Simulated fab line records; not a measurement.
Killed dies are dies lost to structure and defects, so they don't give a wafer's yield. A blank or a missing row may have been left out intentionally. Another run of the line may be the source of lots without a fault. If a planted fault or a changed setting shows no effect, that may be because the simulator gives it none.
The same fault as seen by 2 desks -- flow nand-harc -- each desk holds nothing but its own numbers, with what lay behind them at the end

== THE TOOL OWNER'S DESK: pvd-sputter-03 ==
The tool's own readings at NHARC_P_M1_PVD_21 (deposits Cu, target thk 30 nm, time 20.49 s): means of the sampled wafers that have a number, for each lot that ran on this tool. The brackets show how far a lot's mean lies from the usual mean; more than 4 standard deviations puts the lot out of limits, marked OUT.
Columns: A = chamber-pressure-pa at NHARC_P_M1_PVD_21, usual 5.000 Pa; B = substrate-temp-c at NHARC_P_M1_PVD_21, usual 30.00 C; C = throttle-valve-pct at NHARC_P_M1_PVD_21, usual 30.0 %
lot,first seen here,A,B,C
L531,day 6 11:14,4.987,29.91,30.8
L533,day 7 21:52,4.999,30.11,30.6
L538,day 9 13:35,4.998,30.01,30.5
L542,day 11 10:51,4.989,30.00,30.4
L543,day 11 23:07,5.002,30.03,30.3
L547,day 13 04:22,4.986,29.96,30.7
L548,day 13 19:01,4.997,29.98,30.6
L551,day 14 21:14,4.997,30.09,30.5
Finding of this desk: none of the 8 lots has anything out of limits.

== AT THE METROLOGY DESK ==
Means of the sampled wafers that have a number, per lot and without regard to the tool the lot ran on: this is what the gauges read. The brackets show how far a lot's mean lies from the usual mean; more than 4 standard deviations puts the lot out of limits, marked OUT.
Columns: A = cd-nm at NHARC_THIN_TSV_CD_MEAS_16, usual 1000.5 nm
lot,first seen here,A
L531,day 23 19:18,999.6
L530,day 23 20:38,1002.5
L533,day 25 15:02,1001.8
L535,day 25 22:03,1000.8
L537,day 26 21:26,1003.5
L538,day 26 22:39,997.5
L540,day 29 13:02,1004.4
L543,day 29 14:14,1000.0
L542,day 29 15:35,1000.6
L547,day 30 03:32,1003.4
L548,day 31 05:32,999.5
L549,day 32 03:45,1000.5
L551,day 32 13:46,1000.3
Finding of this desk: none of the 13 lots has anything out of limits.

== BROUGHT TOGETHER ==
The desk of the tool owner found nothing out of limits.
From the metrology desk's view, nothing was out of limits.

== WHAT THE SIMULATOR HAD PUT IN ==
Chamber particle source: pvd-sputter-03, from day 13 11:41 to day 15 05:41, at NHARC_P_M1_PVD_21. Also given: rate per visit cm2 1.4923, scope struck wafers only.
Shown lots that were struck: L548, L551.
